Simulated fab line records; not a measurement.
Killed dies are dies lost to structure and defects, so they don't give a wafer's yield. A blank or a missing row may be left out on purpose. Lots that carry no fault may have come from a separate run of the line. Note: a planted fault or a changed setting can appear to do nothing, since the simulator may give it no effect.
Struck lot and sound lot, side by side	flow nand harc	19 out of 1159 route steps
Sound: wafers L973.2, L973.4, L973.6. Struck: wafers L981.2, L981.4 (left out: L981.5, a lot-mate that was not struck); the cause follows at the end.
Per side, at each step with rows, come the tool, then ch with its chambers, and then its first start. Under that, the readings that differ: sound wafers	struck wafers	difference of the means	sigmas: that difference in standard deviations of wafers without a fault.
alike: readings with means less than 2 such deviations apart, plus words and numbers identical on both sides. not compared: withheld readings, readings lacking a value on some wafer, bounds such as >300 that could conceal the same value, and numbers that have no deviation in the record and whose values overlap.
The two part at a step that has a row with sigmas, a row that says differs or no value, or rows on one side only. Numbers that have no deviation but don't overlap get no sigmas and don't part them. Lack of a reading on every wafer of one side parts them only where that side has two or more wafers.

first, 7 steps without rows for these wafers: NHARC_THIN_TSV_HMDS_26 (time 30 s); NHARC_THIN_TSV_COAT_27; NHARC_THIN_TSV_SOFTBAKE_28 (time 95 s); NHARC_THIN_TSV_EBR_29; NHARC_THIN_TSV_EXPOSE_30 (exposes mask PAD); NHARC_THIN_TSV_PEB_31 (peb time 85 s); NHARC_THIN_TSV_DEVELOP_32 (time 70 s).
NHARC_THIN_TSV_CD_MEAS_33: the cd target is 5000 nm.
  sound on cd sem-03 ch 0, day 20 23:01; struck on cd sem-02 ch 0, day 22 19:23
  alike: cd nm
then, 1 step without rows for these wafers: NHARC_THIN_TSV_HARDBAKE_34 (time 80 s).
NHARC_THIN_TSV_DESCUM_35: chemistry O2, time 3 s.
  sound on rie diel-06 ch 0,1,3, day 20 23:10; struck on rie diel-08 ch 2,3, day 22 19:32
  alike: drypump motor current A, oes product au, rf vpp V, showerhead plenum p Torr, throttle valve pct
  not compared: rf hours counter h
NHARC_THIN_TSV_ETCH_59: etches the open film in Cl2/BCl3, target depth 880 nm, time 138.1 s.
  sound on rie metal-01 ch 0,1, day 20 23:20; struck on rie metal-02 ch 0, day 22 19:43
  alike: drypump motor current A, oes product au, throttle valve pct
  not compared: rf hours counter h
NHARC_THIN_TSV_ETCH_36: etches the open film in Cl2/BCl3, target depth 65 nm, time 18.571 s.
  sound on rie metal-01 ch 0,1, day 20 23:34; struck on rie metal-02 ch 0, day 22 19:56
  alike: drypump motor current A, oes product au
  not compared: rf hours counter h
NHARC_THIN_TSV_STRIP_56: strips in O2.
  sound on plasma asher-01 ch 0,1, day 20 23:43; struck on plasma asher-01 ch 0, day 22 20:06
  alike: drypump motor current A, heater power w
  not compared: rf hours counter h
then, 1 step without rows for these wafers: NHARC_THIN_TSV_STRIP_57 (strips in post etch residue remover, time 1200 s).
NHARC_THIN_TSV_CD_MEAS_37:
  sound: cd sem-02 at day 21 00:28; struck: cd sem-03 at day 22 20:51
  alike: cd nm
then, 1 step without rows for these wafers: NHARC_THIN_TSV_ANNEAL_58 (time 1800 s).
NHARC_THIN_TSV_INSPECT_40:
  sound: defect inspect-02 at day 21 04:55; struck: defect inspect-02 at day 23 01:17
reading	sound	struck	difference	sigmas
raw defect count	342 460 334	1513 1425	+1090	+14
NHARC_END_WLT_00:
  sound: prober-02 at day 21 09:11; struck: prober-01 at day 23 01:50
  alike: VT_DECK1_BOTTOM, VT_DECK1_BOTTOM_INNER, VT_DECK1_MEDIAN_NEAR_BOTTOM, VT_DECK1_MEDIAN_NEAR_BOTTOM_INNER, VT_DECK1_MIDDLE, VT_DECK1_MIDDLE_INNER, VT_DECK1_TOP, VT_DECK1_TOP_INNER
NHARC_END_SORT_01:
  sound on prober-02 ch 0, day 21 12:27; struck on prober-01 ch 0, day 23 05:09
reading	sound	struck	difference	sigmas
defect limited yield (%)	96.0 96.2 95.9	82.0 83.5	-13.3	-9
killed at other	0 0 0	86 87	+86	+95
killed at periphery	2 3 1	16 10	+11	+4
killed dies	27 26 28	122 112	+90	+9
sort_bin_2_pct (%)	1.5 1.2 1.2	7.8 5.9	+5.5	+9
sort_bin_3_pct (%)	0 0 0	4.43 5.17	+4.80	+25
sort_bin_4_pct (%)	2.5 2.7 3.0	5.8 5.5	+2.9	+3
sort n pass	650 651 649	555 565	-90	-9
sort rim yield pct (%)	94 95 96	80 82	-14	-4
sort yield pct (%)	96.0 96.2 95.9	82.0 83.5	-13.3	-9
  alike: killed at array, killed open, killed short

## WHERE THEY PART
Earliest at NHARC_THIN_TSV_INSPECT_40; latest, in this record, at NHARC_END_SORT_01.

WHY: the cause the simulator had injected
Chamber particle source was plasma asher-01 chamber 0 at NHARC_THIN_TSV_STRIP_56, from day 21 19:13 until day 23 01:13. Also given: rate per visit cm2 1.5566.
